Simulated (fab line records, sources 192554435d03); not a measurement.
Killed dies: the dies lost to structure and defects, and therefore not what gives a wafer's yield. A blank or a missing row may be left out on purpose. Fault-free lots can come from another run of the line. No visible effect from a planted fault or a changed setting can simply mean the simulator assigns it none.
Which tool did it? / flow n5 finfet / 16 wafers sampled from 6 lots at 1 step of a route of 1938

WHAT THE GAUGES READ, wafer by wafer
N5_START_INSPECT_01: inspects for defects (unpatterned scan).
lot=L254; measured=day 2 00:02; on=defect inspect-02; raw defect count=8 6 3
lot=L257; measured=day 2 18:02; on=defect inspect-02; raw defect count=8 6
lot=L261; measured=day 3 18:02; on=defect inspect-02; raw defect count=7 4
lot=L265; measured=day 4 18:02; on=defect inspect-02; raw defect count=4 6 8
lot=L268; measured=day 5 12:02; on=defect inspect-01; raw defect count=9 5 5
lot=L275; measured=day 7 06:02; on=defect inspect-02; raw defect count=2 8 6

WHICH TOOL RAN EACH LOT (tool, then ch and the chambers of the sampled wafers, then the start)
The record shows no process step preceding these readings.

THE ANSWER, worked out from the rows above alone
Rule: usual is defined by the lots themselves. Put in order of their means at a reading, lots are off if they are a third of the lots or fewer, leave a main group of 4 or more, and stand apart from it by a gap of 3 or more times the standard deviation of the main group's means; of several such gaps the widest counts. If all means in a main group match to the digits the tables above print for the reading, that group is not used. A lot without any number at a reading at which 4 lots or more have one is off too. The other lots that the step has rows for count as sound.
No lot is off at any reading shown: from this, nothing can be told.

WHAT WAS PUT IN BY THE SIMULATOR
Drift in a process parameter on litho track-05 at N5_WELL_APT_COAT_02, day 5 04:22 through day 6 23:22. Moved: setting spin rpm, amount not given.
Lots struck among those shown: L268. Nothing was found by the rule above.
